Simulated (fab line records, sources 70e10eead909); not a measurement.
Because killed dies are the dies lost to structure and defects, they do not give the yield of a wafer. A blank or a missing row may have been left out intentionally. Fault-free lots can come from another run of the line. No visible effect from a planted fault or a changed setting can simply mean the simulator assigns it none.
Shared-tool check / flow nand harc / 42 wafers sampled across 14 lots

## WHAT PROMPTED THE OPENING
Flagged at NHARC_A_CHANNEL_HOLE_D1_CD_MEAS_30: reading cd nm, on 2 of 14 lots. No-fault wafers: 89.9 nm, standard deviation 1.
Rule: a lot is flagged when every wafer of it that has a number lies more than 4 standard deviations from that mean, or none has a number. As for the other lots, they are considered sound.

lot=L347; measured=day 9 10:41; on=cd sem-03; cd nm (nm), wafer by wafer=91.2 89.6 91.4; flag=
lot=L348; measured=day 10 03:31; on=cd sem-02; cd nm (nm), wafer by wafer=90.3 90.3 90.5; flag=
lot=L349; measured=day 10 05:51; on=cd sem-03; cd nm (nm), wafer by wafer=90.5 90.4 90.0; flag=
lot=L350; measured=day 10 14:10; on=cd sem-03; cd nm (nm), wafer by wafer=89.8 89.5 89.3; flag=
lot=L352; measured=day 11 04:35; on=cd sem-01; cd nm (nm), wafer by wafer=89.9 89.9 90.7; flag=
lot=L351; measured=day 11 08:07; on=cd sem-02; cd nm (nm), wafer by wafer=90.3 89.7 91.0; flag=
lot=L355; measured=day 12 19:08; on=cd sem-02; cd nm (nm), wafer by wafer=90.1 89.0 89.5; flag=
lot=L357; measured=day 13 12:54; on=cd sem-03; cd nm (nm), wafer by wafer=91.7 90.6 90.6; flag=
lot=L362; measured=day 15 20:02; on=cd sem-03; cd nm (nm), wafer by wafer=1.1 -0.3 1.3; flag=FLAGGED
lot=L363; measured=day 16 03:59; on=cd sem-03; cd nm (nm), wafer by wafer=0.3 1.8 0.1; flag=FLAGGED
lot=L366; measured=day 16 22:14; on=cd sem-02; cd nm (nm), wafer by wafer=90.9 88.8 89.8; flag=
lot=L367; measured=day 17 15:31; on=cd sem-03; cd nm (nm), wafer by wafer=91.1 89.5 88.7; flag=
lot=L368; measured=day 18 08:12; on=cd sem-01; cd nm (nm), wafer by wafer=92.5 91.6 91.1; flag=
lot=L369; measured=day 18 20:13; on=cd sem-02; cd nm (nm), wafer by wafer=90.6 88.7 91.1; flag=
The numbers of the flagged lots are 0.7 nm on average: -89.2 nm against the usual, or -89 standard deviations.

## LOT BY LOT: THE TOOL USED
Before the reading, the record contains 3 process steps out of a 1302-step route. Read each cell as the tool, then ch plus the chambers that the sampled wafers visited, then the start.
lot=L347; flag=; NHARC_A_CHANNEL_HOLE_D1_ETCH_34=rie diel-12 ch 0,1,2, day 9 04:44 or earlier; NHARC_A_CHANNEL_HOLE_D1_ETCH_20=har etch-01 ch 0,1, day 9 05:17; NHARC_A_CHANNEL_HOLE_D1_ETCH_25=har etch-01 ch 0,1, day 9 08:04
lot=L348; flag=; NHARC_A_CHANNEL_HOLE_D1_ETCH_34=rie diel-12 ch 0,1, day 9 19:55 or earlier; NHARC_A_CHANNEL_HOLE_D1_ETCH_20=har etch-01 ch 0,1, day 9 22:04; NHARC_A_CHANNEL_HOLE_D1_ETCH_25=har etch-01 ch 0,1, day 10 00:52
lot=L349; flag=; NHARC_A_CHANNEL_HOLE_D1_ETCH_34=rie diel-12 ch 1,2,3, day 9 19:03 or earlier; NHARC_A_CHANNEL_HOLE_D1_ETCH_20=har etch-02 ch 0, day 9 20:20; NHARC_A_CHANNEL_HOLE_D1_ETCH_25=har etch-02 ch 0, day 10 01:55
lot=L350; flag=; NHARC_A_CHANNEL_HOLE_D1_ETCH_34=rie diel-03 ch 0,3, day 10 08:23 or earlier; NHARC_A_CHANNEL_HOLE_D1_ETCH_20=har etch-01 ch 0,1, day 10 08:34; NHARC_A_CHANNEL_HOLE_D1_ETCH_25=har etch-01 ch 0,1, day 10 11:21
lot=L352; flag=; NHARC_A_CHANNEL_HOLE_D1_ETCH_34=rie diel-06 ch 0,2,3, day 10 23:00 or earlier; NHARC_A_CHANNEL_HOLE_D1_ETCH_20=har etch-02 ch 0,1, day 10 23:20; NHARC_A_CHANNEL_HOLE_D1_ETCH_25=har etch-02 ch 0,1, day 11 02:24
lot=L351; flag=; NHARC_A_CHANNEL_HOLE_D1_ETCH_34=rie diel-12 ch 0,1,2, day 11 00:02 or earlier; NHARC_A_CHANNEL_HOLE_D1_ETCH_20=har etch-01 ch 0,1, day 11 02:48; NHARC_A_CHANNEL_HOLE_D1_ETCH_25=har etch-01 ch 0,1, day 11 05:47
lot=L355; flag=; NHARC_A_CHANNEL_HOLE_D1_ETCH_34=rie diel-03 ch 0,3, day 12 12:50 or earlier; NHARC_A_CHANNEL_HOLE_D1_ETCH_20=har etch-01 ch 0, day 12 13:45; NHARC_A_CHANNEL_HOLE_D1_ETCH_25=har etch-01 ch 0, day 12 16:38
lot=L357; flag=; NHARC_A_CHANNEL_HOLE_D1_ETCH_34=rie diel-12 ch 0,1,3, day 13 05:32 or earlier; NHARC_A_CHANNEL_HOLE_D1_ETCH_20=har etch-02 ch 0, day 13 07:23; NHARC_A_CHANNEL_HOLE_D1_ETCH_25=har etch-02 ch 0, day 13 10:16
lot=L362; flag=FLAGGED; NHARC_A_CHANNEL_HOLE_D1_ETCH_34=rie diel-12 ch 1,2,3, day 15 13:27 or earlier; NHARC_A_CHANNEL_HOLE_D1_ETCH_20=har etch-01 ch 0,1, day 15 14:38; NHARC_A_CHANNEL_HOLE_D1_ETCH_25=har etch-01 ch 0,1, day 15 17:25
lot=L363; flag=FLAGGED; NHARC_A_CHANNEL_HOLE_D1_ETCH_34=rie diel-03 ch 2,3, day 15 19:00 or earlier; NHARC_A_CHANNEL_HOLE_D1_ETCH_20=har etch-01 ch 0,1, day 15 22:40; NHARC_A_CHANNEL_HOLE_D1_ETCH_25=har etch-01 ch 0,1, day 16 01:39
lot=L366; flag=; NHARC_A_CHANNEL_HOLE_D1_ETCH_34=rie diel-03 ch 1,2, day 16 16:36 or earlier; NHARC_A_CHANNEL_HOLE_D1_ETCH_20=har etch-01 ch 0,1, day 16 16:53; NHARC_A_CHANNEL_HOLE_D1_ETCH_25=har etch-01 ch 0,1, day 16 19:53
lot=L367; flag=; NHARC_A_CHANNEL_HOLE_D1_ETCH_34=rie diel-12 ch 2,3, day 17 08:28 or earlier; NHARC_A_CHANNEL_HOLE_D1_ETCH_20=har etch-02 ch 0,1, day 17 10:07; NHARC_A_CHANNEL_HOLE_D1_ETCH_25=har etch-02 ch 0,1, day 17 12:53
lot=L368; flag=; NHARC_A_CHANNEL_HOLE_D1_ETCH_34=rie diel-12 ch 1,2,3, day 18 00:34 or earlier; NHARC_A_CHANNEL_HOLE_D1_ETCH_20=har etch-02 ch 0, day 18 02:48; NHARC_A_CHANNEL_HOLE_D1_ETCH_25=har etch-02 ch 0, day 18 05:35
lot=L369; flag=; NHARC_A_CHANNEL_HOLE_D1_ETCH_34=rie diel-12 ch 0,2, day 18 14:37 or earlier; NHARC_A_CHANNEL_HOLE_D1_ETCH_20=har etch-01 ch 0,1, day 18 14:48; NHARC_A_CHANNEL_HOLE_D1_ETCH_25=har etch-01 ch 0,1, day 18 17:35
What is done by these steps:
- NHARC_A_CHANNEL_HOLE_D1_ETCH_34: etches the open film in CF4/CHF3, target depth 154 nm, time 77 s.
- NHARC_A_CHANNEL_HOLE_D1_ETCH_20: etches the open film in C4F8/O2/Ar, time 361.9 s, target depth 1600 nm.
- NHARC_A_CHANNEL_HOLE_D1_ETCH_25: etches the open film in C4F8/O2/Ar, time 1040.2 s, target depth 1500 nm.
- NHARC_A_CHANNEL_HOLE_D1_CD_MEAS_30

## FLAGGED AGAINST TOTAL, ONE TOOL AT A TIME (gauges that did the reading follow at the end)
step=NHARC_A_CHANNEL_HOLE_D1_ETCH_34; tool=rie diel-03; lots run=4; flagged=1; share of the flagged lots=some; sound lots run after its first flagged lot=1 (L366)
step=NHARC_A_CHANNEL_HOLE_D1_ETCH_34; tool=rie diel-06; lots run=1; flagged=0; share of the flagged lots=none; sound lots run after its first flagged lot=-
step=NHARC_A_CHANNEL_HOLE_D1_ETCH_34; tool=rie diel-12; lots run=9; flagged=1; share of the flagged lots=some; sound lots run after its first flagged lot=3 (L367,L368,L369)
step=NHARC_A_CHANNEL_HOLE_D1_ETCH_20; tool=har etch-01; lots run=9; flagged=2; share of the flagged lots=all; sound lots run after its first flagged lot=2 (L366,L369)
step=NHARC_A_CHANNEL_HOLE_D1_ETCH_20; tool=har etch-02; lots run=5; flagged=0; share of the flagged lots=none; sound lots run after its first flagged lot=-
step=NHARC_A_CHANNEL_HOLE_D1_ETCH_25; tool=har etch-01; lots run=9; flagged=2; share of the flagged lots=all; sound lots run after its first flagged lot=2 (L366,L369)
step=NHARC_A_CHANNEL_HOLE_D1_ETCH_25; tool=har etch-02; lots run=5; flagged=0; share of the flagged lots=none; sound lots run after its first flagged lot=-
step=NHARC_A_CHANNEL_HOLE_D1_CD_MEAS_30; tool=cd sem-01; lots run=2; flagged=0; share of the flagged lots=none; sound lots run after its first flagged lot=-
step=NHARC_A_CHANNEL_HOLE_D1_CD_MEAS_30; tool=cd sem-02; lots run=5; flagged=0; share of the flagged lots=none; sound lots run after its first flagged lot=-
step=NHARC_A_CHANNEL_HOLE_D1_CD_MEAS_30; tool=cd sem-03; lots run=7; flagged=2; share of the flagged lots=all; sound lots run after its first flagged lot=1 (L367)
With no start given for some of its lots, NHARC_A_CHANNEL_HOLE_D1_ETCH_34 uses the hours and lot order of NHARC_A_CHANNEL_HOLE_D1_CD_MEAS_18.

## THE TABLE: WHAT IT ALLOWS
Every flagged lot was run by 3 rows of the table: har etch-01 at NHARC_A_CHANNEL_HOLE_D1_ETCH_20, har etch-01 at NHARC_A_CHANNEL_HOLE_D1_ETCH_25 and cd sem-03 at NHARC_A_CHANNEL_HOLE_D1_CD_MEAS_30.
- har etch-01 at NHARC_A_CHANNEL_HOLE_D1_ETCH_20 ran 9 lots, 2 of them flagged. Lots that were sound ran on it after the first flagged one (L366, L369); a persistent fault on the entire tool would not allow that. On the flagged lots its readings are blank where sound lots have values: c4f8 flow sccm, chamber pressure mTorr, drypump motor current A, o2 flow sccm and 2 more.
- har etch-01 at NHARC_A_CHANNEL_HOLE_D1_ETCH_25 ran 9 lots, 2 of them flagged. Lots that were sound ran on it after the first flagged one (L366, L369); a persistent fault on the entire tool would not allow that.
- cd sem-03 at NHARC_A_CHANNEL_HOLE_D1_CD_MEAS_30 ran 7 lots, 2 of them flagged. Lots that were sound ran on it after the first flagged one (L367); a persistent fault on the entire tool would not allow that.
Every row of the table either missed a flagged lot or ran a sound lot after the first.

## WHAT THE SIMULATOR PUT IN
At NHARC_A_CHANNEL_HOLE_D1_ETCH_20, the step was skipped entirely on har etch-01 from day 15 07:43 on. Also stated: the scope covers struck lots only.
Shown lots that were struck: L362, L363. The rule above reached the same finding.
